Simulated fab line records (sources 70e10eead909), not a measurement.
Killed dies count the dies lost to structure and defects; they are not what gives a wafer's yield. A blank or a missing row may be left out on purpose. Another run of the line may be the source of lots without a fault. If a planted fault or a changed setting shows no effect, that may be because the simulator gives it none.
fab line records	flow nand-harc	part 1 of 2: steps 1 to 23 of 24
record lots=6	wafers=18	last-day=24
route steps=1159 shown P_M0@282 P_M1@285 END@1159
lots with no fault: from the same line, run without faults
start-h: hours from the record's first day to the start of the lot's first wafer shown	wait-h: time in hours since the lot's previous step	" unchanged from the row above	L1.1+2: one row covering several wafers at once	- value missing, or start not given	* or withheld: withheld	< > ~ a bound
route shown NAME@n: names a module that has steps shown in the file, with the first one's number in the route	usual: mean/standard deviation of fault-free wafers	same: alike in all rows	chamber/n: place in a boat	sites: per-site readings	_std_site: standard deviation of those values	_edge_site: mean of outer sites minus mean of inner sites	radius-mm: how far each site lies from the wafer's centre	mask NAME#n: copy n	behind: tool/chamber where the wafer was last shaped	hold: reason for holding the lot/hours on hold/outcome of the hold	device: transistor that didn't switch, given as n, p or np	end of line: at the end of the route, the tests of the same wafers	where a step has no rows: the recipe by itself	killed: at the first sort, the dies lost to defects and structure; wafer yield is something else	map: a wafer's dies, x killed, . not, _ none there
set.NAME: the setting the step ran with; set.NAME@STEP: the setting that earlier step ran with	model.NAME: the simulator's own value behind a step, which no gauge read
lots seen at some steps along the route; tables by step, rows by wafer
services: a tool's chamber out of use, with start hour (start-h, from the record's first day; less than 0 if before it), hours out, and reason
## steps
# step NHARC_P_M0_INSPECT_27
# usual raw-defect-count=310/110
lot.wafer	tool	chamber	start-h	wait-h	raw-defect-count
L159.4	defect-inspect-02	-	128.21	0.0	390
L159.5	"	-	"	"	335
L159.6	"	-	"	"	505
L169.1	defect-inspect-01	-	179.44	0.0	364
L169.4	"	-	"	"	219
L169.5	"	-	"	"	449
L167.1	defect-inspect-02	-	180.06	0.0	421
L167.2	"	-	"	"	408
L167.3	"	-	"	"	350
L174.1	defect-inspect-02	-	222.53	0.0	240
L174.2	"	-	"	"	299
L174.3	"	-	"	"	213
L176.1	defect-inspect-01	-	228.92	0.0	166
L176.2	"	-	"	"	191
L176.3	"	-	"	"	144
L179.1	defect-inspect-01	-	253.42	0.0	172
L179.2	"	-	"	"	196
L179.5	"	-	"	"	219
# step NHARC_P_M0_PRE_CLEAN_31
# recipe time-s=12	temp-c=370	rf-power-w=300	gas=NH3
# usual heater-power-w=630/59
lot.wafer	tool	chamber	start-h	wait-h	heater-power-w
L159.6	pecvd-01	1	128.32	0.1	735
L159.5	"	2	"	"	710
L159.4	"	0	"	"	614
L169.1	pecvd-02	1	179.52	0.1	660
L169.4	"	1	"	"	653
L169.5	"	2	"	"	649
L167.1	pecvd-02	1	180.13	0.1	654
L167.3	"	2	"	"	543
L167.2	"	0	"	"	496
L174.3	pecvd-01	1	222.60	0.1	681
L174.1	"	2	"	"	697
L174.2	"	0	"	"	640
L176.2	pecvd-01	2	228.99	0.1	701
L176.1	"	0	"	"	620
L176.3	"	1	"	"	749
L179.1	pecvd-01	2	253.49	0.1	696
L179.2	"	0	"	"	582
L179.5	"	1	"	"	654
# step NHARC_P_M0_DEP_32
# recipe target-thk-a=300	temp-c=370	target-thk-nm=30	pressure-torr=3	flow-sccm=200	rf-w=450	material=SiCN
# usual heater-power-w=575/58	showerhead-vpp-V=1280/42
lot.wafer	tool	chamber	start-h	wait-h	heater-power-w	showerhead-vpp-V
L159.6	pecvd-01	1	128.49	0.2	647	1288
L159.5	"	2	"	"	616	1215
L159.4	"	0	"	"	487	1304
L169.1	pecvd-02	1	179.63	0.1	591	1275
L169.4	"	1	"	"	597	1276
L169.5	"	2	"	"	590	1284
L167.1	pecvd-02	1	180.21	0.1	593	1276
L167.3	"	2	"	"	623	1267
L167.2	"	0	"	"	503	1333
L174.3	pecvd-01	1	222.67	0.1	630	1274
L174.1	"	2	"	"	654	1208
L174.2	"	0	"	"	582	1285
L176.2	pecvd-01	2	229.07	0.1	623	1226
L176.1	"	0	"	"	575	1287
L176.3	"	1	"	"	678	1285
L179.1	pecvd-01	2	253.57	0.1	605	1215
L179.2	"	0	"	"	574	1284
L179.5	"	1	"	"	716	1292
# step NHARC_P_M1_DEP_00
# recipe target-thk-a=1825	target-thk-nm=182.5	temp-c=withheld	pressure-torr=5	flow-sccm=200	rf-w=600	material=SiOC
# step NHARC_P_M1_DEHYDRATE_01
# recipe temp-c=150	time-s=120
# step NHARC_P_M1_HMDS_02
# recipe time-s=30
# step NHARC_P_M1_COAT_34
# recipe temp-c=200	time-s=65
# step NHARC_P_M1_COAT_03
# recipe spin-rpm=1500	resist-thk-nm=90
# step NHARC_P_M1_SOFTBAKE_04
# recipe temp-c=105	time-s=55
# step NHARC_P_M1_EBR_05
# step NHARC_P_M1_EXPOSE_06
# recipe na=1.35	target-cd-nm=130	dose-mj=81.88	mask-id=P_M1
# step NHARC_P_M1_PEB_07
# recipe peb-temp-c=100	peb-time-s=65
# usual heater-power-total-W=156.5/0.41	plate-temp-C=100.00/0.12
lot.wafer	tool	chamber	start-h	wait-h	heater-power-total-W	plate-temp-C
L159.4	litho-track-04	0	129.53	0.0	156.7	99.95
L159.5	"	0	"	"	156.1	99.98
L159.6	"	0	"	"	156.2	99.89
L169.1	litho-track-04	0	180.76	0.1	171.6	107.05
L169.4	"	0	"	"	171.0	106.96
L169.5	"	0	"	"	171.5	106.94
L167.1	litho-track-04	0	181.38	0.1	171.9	106.91
L167.2	"	0	"	"	171.2	106.87
L167.3	"	0	"	"	171.9	106.81
L174.1	litho-track-01	0	223.84	0.1	156.0	99.89
L174.2	"	0	"	"	156.0	99.87
L174.3	"	0	"	"	156.1	99.91
L176.1	litho-track-06	0	230.11	0.1	156.0	99.97
L176.2	"	0	"	"	155.9	100.09
L176.3	"	0	"	"	156.6	100.21
L179.1	litho-track-01	0	254.60	0.1	156.2	100.17
L179.2	"	0	"	"	156.7	100.11
L179.5	"	0	"	"	156.7	100.16
# step NHARC_P_M1_DEVELOP_08
# recipe develop-time-s=35	dev-temp-c=23
# step NHARC_P_M1_CD_MEAS_09
# recipe target-cd-nm=130	landing-energy-ev=500
# usual cd-nm=130.0/0.76
lot.wafer	tool	chamber	start-h	wait-h	cd-nm
L159.4	cd-sem-03	0	129.61	-	129.3
L159.5	"	0	"	"	129.2
L159.6	"	0	"	"	129.3
L169.1	cd-sem-02	0	180.84	-	151.0
L169.4	"	0	"	"	151.8
L169.5	"	0	"	"	153.0
L167.1	cd-sem-03	0	181.46	-	152.0
L167.2	"	0	"	"	150.0
L167.3	"	0	"	"	151.6
L174.1	cd-sem-01	0	223.91	-	129.8
L174.2	"	0	"	"	129.6
L174.3	"	0	"	"	130.5
L176.1	cd-sem-01	0	230.19	-	129.9
L176.2	"	0	"	"	130.6
L176.3	"	0	"	"	131.0
L179.1	cd-sem-03	0	254.68	-	129.1
L179.2	"	0	"	"	129.4
L179.5	"	0	"	"	129.9
# step NHARC_P_M1_OVL_MEAS_10
# recipe pitch-nm=260
# usual overlay-x-nm=-0.1/0.85	overlay-y-nm=0.0/0.91
lot.wafer	tool	chamber	start-h	wait-h	overlay-x-nm	overlay-y-nm
L159.4	overlay-01	-	129.69	-	0.7	1.0
L159.5	"	-	"	"	1.0	0.8
L159.6	"	-	"	"	0.8	0.9
L169.1	overlay-02	-	180.93	-	0.9	1.7
L169.4	"	-	"	"	1.0	1.3
L169.5	"	-	"	"	1.2	1.2
L167.1	overlay-01	-	181.55	-	-1.2	-0.4
L167.2	"	-	"	"	-0.7	-0.7
L167.3	"	-	"	"	-0.9	-0.9
L174.1	overlay-01	-	224.00	-	0.9	0.4
L174.2	"	-	"	"	0.8	-0.1
L174.3	"	-	"	"	0.6	0.8
L176.1	overlay-02	-	230.28	-	0.0	-2.6
L176.2	"	-	"	"	0.1	-1.5
L176.3	"	-	"	"	0.1	-2.2
L179.1	overlay-02	-	254.77	-	-0.2	-0.6
L179.2	"	-	"	"	0.1	-1.3
L179.5	"	-	"	"	0.5	-1.2
# step NHARC_P_M1_INSPECT_11
# usual raw-defect-count=3.8/2.3
lot.wafer	tool	chamber	start-h	wait-h	raw-defect-count
L159.4	defect-inspect-02	-	129.73	0.0	5
L159.5	"	-	"	"	3
L159.6	"	-	"	"	5
L169.1	defect-inspect-02	-	180.96	0.0	4
L169.4	"	-	"	"	3
L169.5	"	-	"	"	1
L167.1	defect-inspect-02	-	181.58	0.0	3
L167.2	"	-	"	"	4
L167.3	"	-	"	"	4
L174.1	defect-inspect-02	-	224.04	0.0	1
L174.2	"	-	"	"	3
L174.3	"	-	"	"	3
L176.1	defect-inspect-01	-	230.31	0.0	12
L176.2	"	-	"	"	2
L176.3	"	-	"	"	8
L179.1	defect-inspect-02	-	254.81	0.0	0
L179.2	"	-	"	"	4
L179.5	"	-	"	"	5
# step NHARC_P_M1_DESCUM_14
# recipe time-s=3	o2-flow-sccm=200	ar-flow-sccm=0	bias-power-w=0	chemistry=O2
# usual chamber-pressure-mTorr=60.01/0.055	drypump-motor-current-A=5.9/0.41	oes-product-au=1.002/0.014	rf-vpp-V=58.0/0.88	showerhead-plenum-p-Torr=1.95/0.085	throttle-valve-pct=11.312/0.0091
lot.wafer	tool	chamber	start-h	wait-h	chamber-pressure-mTorr	drypump-motor-current-A	oes-product-au	rf-hours-counter-h	rf-vpp-V	showerhead-plenum-p-Torr	throttle-valve-pct	model.P_M1.cd-nm
L159.4	rie-diel-05	0	129.79	0.1	59.92	5.1	1.009	2.7	58.1	1.90	11.308	130.2
L159.5	"	0	"	"	59.98	5.0	0.997	-	59.2	1.90	11.311	130.2
L159.6	"	1	"	"	59.92	6.5	0.983	-	59.0	1.95	11.315	129.3
L169.1	rie-diel-08	1	181.02	0.1	60.05	6.1	1.009	3.7	56.2	1.85	11.310	150
L169.4	"	1	"	"	59.92	6.1	1.000	-	57.7	1.85	11.311	151.4
L169.5	"	2	"	"	59.97	5.5	0.998	-	58.2	2.00	11.326	152.2
L167.2	rie-diel-13	2	181.64	0.1	60.07	5.5	1.031	2.7	58.7	1.98	11.300	149.4
L167.3	"	3	"	"	59.92	5.8	0.999	5.0	58.1	1.78	11.320	150.9
L167.1	"	0	"	"	60.00	6.2	0.991	4.9	57.9	2.04	11.317	152
L174.2	rie-diel-05	0	224.10	0.1	60.10	5.0	0.993	1.1	57.4	1.90	11.323	130.5
L174.3	"	2	"	"	59.98	5.8	0.997	1.2	56.3	1.84	11.305	129.7
L174.1	"	3	"	"	59.99	6.0	0.986	1.2	59.2	1.94	11.316	129
L176.2	rie-diel-08	3	230.38	0.1	59.99	6.4	1.005	8.5	56.8	2.01	11.298	131.1
L176.1	"	0	"	"	60.04	5.7	0.999	0.2	57.6	2.03	11.306	129.2
L176.3	"	1	"	"	60.03	6.1	1.001	7.9	58.2	1.84	11.308	130
L179.1	rie-diel-05	3	254.87	0.1	60.01	6.0	1.001	1.9	58.4	1.94	11.303	128.4
L179.2	"	2	"	"	60.09	5.8	1.012	2.0	59.0	1.84	11.310	128.4
L179.5	"	3	"	"	60.07	6.0	0.992	-	57.2	1.94	11.311	129.1
# step NHARC_P_M1_ETCH_35
# recipe target-depth-a=400	overetch-a=120	time-s=43.94	ion-energy-ev=200	n2-flow-sccm=150	h2-flow-sccm=150	ar-flow-sccm=0	rf-w=400	bias-w=150	chemistry=N2/H2
# usual chamber-pressure-mTorr=30.00/0.035	drypump-motor-current-A=5.9/0.41	h2-flow-sccm=150.0/0.45	oes-product-au=1.002/0.014	rf-vpp-V=431.5/2.7	showerhead-plenum-p-Torr=2.08/0.094	throttle-valve-pct=14.172/0.0089
lot.wafer	tool	chamber	start-h	wait-h	chamber-pressure-mTorr	drypump-motor-current-A	h2-flow-sccm	oes-product-au	rf-hours-counter-h	rf-vpp-V	showerhead-plenum-p-Torr	throttle-valve-pct
L159.4	rie-diel-05	0	129.88	0.1	30.01	5.0	149.8	1.003	2.7	431.8	2.03	14.178
L159.6	"	3	"	"	30.02	6.0	150.4	0.959	-	432.5	2.07	14.178
L159.5	"	0	"	"	30.05	5.1	150.2	0.999	-	429.4	2.03	14.172
L169.1	rie-diel-08	1	181.13	0.1	29.97	6.1	149.6	1.012	3.7	428.0	1.97	14.160
L169.5	"	1	"	"	30.03	6.1	149.8	1.003	-	427.8	1.97	14.170
L169.4	"	2	"	"	30.04	5.5	150.1	1.001	-	433.6	2.14	14.185
L167.3	rie-diel-13	2	181.73	0.1	30.03	5.6	150.8	1.027	2.7	434.8	2.11	14.173
L167.1	"	0	"	"	30.00	6.3	150.5	0.986	4.9	435.0	2.18	14.174
L167.2	"	1	"	"	30.01	5.4	149.5	1.019	4.8	432.3	2.12	14.172
L174.2	rie-diel-05	3	224.19	0.1	30.02	6.0	150.0	0.997	1.2	432.9	2.07	14.182
L174.1	"	1	"	"	30.02	6.5	149.9	0.974	1.1	430.3	2.08	14.172
L174.3	"	2	"	"	30.06	5.8	149.7	1.007	1.2	426.9	1.96	14.172
L176.2	rie-diel-08	0	230.46	0.1	30.00	5.7	150.5	1.010	0.2	435.9	2.17	14.149
L176.3	"	1	"	"	29.99	6.1	150.5	1.012	7.9	428.3	1.96	14.174
L176.1	"	2	"	"	29.97	5.5	150.0	1.001	8.5	433.5	2.13	14.171
L179.1	rie-diel-05	1	255.03	0.1	29.97	6.5	150.3	0.967	1.8	432.3	2.08	14.172
L179.2	"	2	"	"	30.02	5.8	149.9	1.005	2.0	428.6	1.96	14.188
L179.5	"	2	"	"	29.99	5.9	150.5	1.002	-	428.8	1.95	14.172
# step NHARC_P_M1_ETCH_15
# recipe target-depth-a=1825	time-s=91.2	c4f8-flow-sccm=withheld	ar-flow-sccm=400	rf-w=600	bias-w=300	chemistry=C4F8/Ar
# usual chamber-pressure-mTorr=25.003/0.023	oes-product-au=0.950/0.022	rf-vpp-V=441.8/2.6
lot.wafer	tool	chamber	start-h	wait-h	chamber-pressure-mTorr	oes-product-au	rf-hours-counter-h	rf-vpp-V
L159.4	rie-diel-05	0	-	-	24.961	0.965	2.7	440.4
L159.6	"	3	"	"	24.986	0.949	-	439.7
L159.5	"	0	"	"	25.045	0.966	-	439.5
L169.1	rie-diel-08	3	-	-	25.017	0.948	4.3	445.0
L169.5	"	3	"	"	24.980	0.960	-	443.2
L169.4	"	1	"	"	25.026	0.963	-	438.7
L167.2	rie-diel-13	2	-	-	24.996	0.954	2.8	442.1
L167.3	"	3	"	"	25.004	0.932	5.0	437.9
L167.1	"	0	"	"	24.981	0.912	4.9	443.8
L174.1	rie-diel-05	2	-	-	25.025	0.949	1.2	437.2
L174.2	"	3	"	"	24.994	0.938	1.3	440.4
L174.3	"	0	"	"	25.022	0.945	1.1	440.4
L176.1	rie-diel-08	3	-	-	25.033	0.952	8.6	445.1
L176.2	"	1	"	"	24.962	0.984	7.9	438.9
L176.3	"	2	"	"	24.964	0.976	8.5	443.7
L179.2	rie-diel-05	0	-	-	25.011	0.927	1.7	442.0
L179.1	"	2	"	"	24.986	0.950	2.1	439.0
L179.5	"	0	"	"	24.963	0.928	-	441.1
# step NHARC_P_M1_CD_MEAS_16
# usual cd-nm=129.7/1.1
lot.wafer	tool	chamber	start-h	wait-h	cd-nm
L159.4	cd-sem-03	-	130.10	-	130.0
L159.5	"	-	"	"	129.9
L159.6	"	-	"	"	129.8
L169.1	cd-sem-01	-	181.37	-	149.9
L169.4	"	-	"	"	150.9
L169.5	"	-	"	"	152.2
L167.1	cd-sem-01	-	181.95	-	151.8
L167.2	"	-	"	"	149.3
L167.3	"	-	"	"	150.8
L174.1	cd-sem-01	-	224.41	-	129.5
L174.2	"	-	"	"	129.9
L174.3	"	-	"	"	129.9
L176.1	cd-sem-03	-	230.68	-	128.4
L176.2	"	-	"	"	130.7
L176.3	"	-	"	"	129.8
L179.1	cd-sem-02	-	255.25	-	128.7
L179.2	"	-	"	"	128.5
L179.5	"	-	"	"	129.5
# step NHARC_P_M1_STRIP_18
# recipe power-w=1000	n2-flow-sccm=150	h2-flow-sccm=150	ar-flow-sccm=0	bias-w=0	chemistry=N2/H2
# usual chamber-pressure-mTorr=29.999/0.026	drypump-motor-current-A=5.9/0.44	h2-flow-sccm=150.0/0.45	oes-product-au=0.999/0.014	rf-vpp-V=90.8/0.88	showerhead-plenum-p-Torr=2.06/0.087	throttle-valve-pct=14.172/0.0096
lot.wafer	tool	chamber	start-h	wait-h	chamber-pressure-mTorr	drypump-motor-current-A	h2-flow-sccm	oes-product-au	rf-hours-counter-h	rf-vpp-V	showerhead-plenum-p-Torr	throttle-valve-pct
L159.6	rie-diel-13	3	130.27	0.2	30.016	5.8	150.0	1.009	-	91.2	1.90	14.164
L159.5	"	0	"	"	29.985	6.2	149.0	0.985	-	91.6	2.18	14.174
L159.4	"	1	"	"	29.960	5.4	150.0	1.005	-	92.8	2.13	14.176
L169.4	rie-diel-05	2	181.45	0.1	29.996	5.8	149.7	0.994	0	90.6	1.96	14.169
L169.1	"	1	"	"	30.016	6.5	150.1	0.981	0	91.0	2.08	14.172
L169.5	"	3	"	"	29.979	6.0	150.9	0.989	-	90.7	2.07	14.190
L167.1	rie-diel-08	2	182.02	0.1	30.013	5.5	150.1	0.995	4	91.8	2.14	14.156
L167.2	"	3	"	"	30.005	6.4	150.5	1.005	4	91.9	2.15	14.170
L167.3	"	1	"	"	30.014	6.1	150.2	1.005	4	89.9	1.97	14.166
L174.3	rie-diel-05	2	224.49	0.1	29.964	5.9	149.8	0.995	1	89.3	1.96	14.162
L174.2	"	3	"	"	30.017	6.0	151.2	0.994	1	91.5	2.07	14.168
L174.1	"	0	"	"	30.019	5.1	150.4	0.994	1	90.1	2.03	14.173
L176.3	rie-diel-13	2	230.76	0.1	29.967	5.6	150.7	1.025	8	90.8	2.11	14.188
L176.2	"	3	"	"	30.049	5.8	149.2	1.019	10	89.4	1.89	14.166
L176.1	"	0	"	"	29.985	6.2	150.4	1.000	10	90.6	2.18	14.164
L179.1	rie-diel-13	3	255.35	0.1	30.056	5.8	150.2	1.008	12	89.4	1.89	14.172
L179.2	"	1	"	"	30.033	5.4	149.5	1.040	9	89.8	2.12	14.163
L179.5	"	2	"	"	29.991	5.5	149.7	1.022	-	91.7	2.10	14.177
# step NHARC_P_M1_ETCH_28
# recipe target-depth-a=300	over-etch-frac=0.3	time-s=72.99	ion-energy-ev=150	cf4-flow-sccm=50	n2-flow-sccm=100	ar-flow-sccm=150	rf-w=300	bias-w=100	chemistry=CF4/N2
# usual cf4-flow-sccm=50.02/0.16	chamber-pressure-mTorr=30.00/0.04	drypump-motor-current-A=5.9/0.44	oes-product-au=0.999/0.014	rf-vpp-V=314.8/1.9	showerhead-plenum-p-Torr=2.66/0.1	throttle-valve-pct=19.795/0.0086
lot.wafer	tool	chamber	start-h	wait-h	cf4-flow-sccm	chamber-pressure-mTorr	drypump-motor-current-A	oes-product-au	rf-hours-counter-h	rf-vpp-V	showerhead-plenum-p-Torr	throttle-valve-pct	model.P_M1.cd-nm
L159.5	rie-diel-13	1	-	-	50.29	30.01	5.4	1.007	-	317.1	2.73	19.786	129.5
L159.6	"	3	"	"	50.09	29.99	5.8	1.009	-	311.0	2.45	19.795	130
L159.4	"	0	"	"	49.98	30.00	6.2	1.003	-	318.5	2.79	19.809	130.1
L169.1	rie-diel-05	0	-	-	49.84	29.99	5.1	1.006	0	315.3	2.61	19.796	148.7
L169.4	"	1	"	"	50.19	30.00	6.5	0.983	0	314.1	2.67	19.796	152.3
L169.5	"	2	"	"	49.98	29.96	5.9	1.003	-	312.4	2.53	19.799	151.7
L167.3	rie-diel-08	1	-	-	50.12	30.02	6.1	1.003	4	313.1	2.54	19.797	150
L167.1	"	2	"	"	49.81	30.04	5.5	0.989	4	314.2	2.74	19.799	152.9
L167.2	"	3	"	"	50.05	30.06	6.4	0.992	4	316.7	2.75	19.789	149.2
L174.2	rie-diel-05	1	-	-	49.93	30.03	6.6	0.975	1	316.0	2.67	19.787	129.9
L174.3	"	2	"	"	49.94	30.03	5.8	1.007	1	311.8	2.53	19.794	130.7
L174.1	"	3	"	"	50.02	30.02	6.0	0.994	1	315.9	2.67	19.784	130.6
L176.1	rie-diel-13	2	-	-	50.01	29.94	5.5	1.031	8	316.5	2.70	19.795	127.8
L176.3	"	3	"	"	49.87	29.96	5.8	1.016	10	309.7	2.45	19.774	128.8
L176.2	"	0	"	"	50.01	30.00	6.2	0.996	10	316.3	2.79	19.801	130.3
L179.2	rie-diel-13	0	-	-	49.90	30.01	6.2	0.995	11	316.9	2.79	19.801	128.5
L179.1	"	1	"	"	50.35	30.01	5.4	1.026	9	314.5	2.73	19.794	128.4
L179.5	"	1	"	"	50.38	29.99	5.4	1.040	-	316.4	2.72	19.783	129.4
# step NHARC_P_M1_STRIP_19
# recipe time-s=600	temp-c=30	chemistry=post-etch-residue-remover
## key
first-sign step=NHARC_P_M1_PEB_07	reading=plate-temp-C	direction=up	sigmas=56	usual=*	struck=*
effect step=NHARC_P_M1_PEB_07	reading=heater-power-total-W	direction=up	sigmas=36	usual=*	struck=*
effect step=NHARC_P_M1_CD_MEAS_09	reading=cd-nm	direction=up	sigmas=28	usual=130.0	struck=151.6
effect step=NHARC_P_M1_CD_MEAS_16	reading=cd-nm	direction=up	sigmas=20	usual=129.7	struck=150.8
model-effect step=NHARC_P_M1_DESCUM_14	value=P_M1.cd-nm	without=130	struck=151
model-effect step=NHARC_P_M1_ETCH_28	value=P_M1.cd-nm	without=129.9	struck=150.8
met-at NHARC_P_M1_PEB_07
struck-wafers L167.1,L167.2,L167.3,L169.1,L169.4,L169.5
onset-between 129.53 180.76
fault kind=process-parameter-drift	tool=litho-track-04	chamber=-	onset-h=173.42	steps=NHARC_P_M1_PEB_07	channel=peb-temp-c	offset=*	shape=step	acts-in=*	stated=*
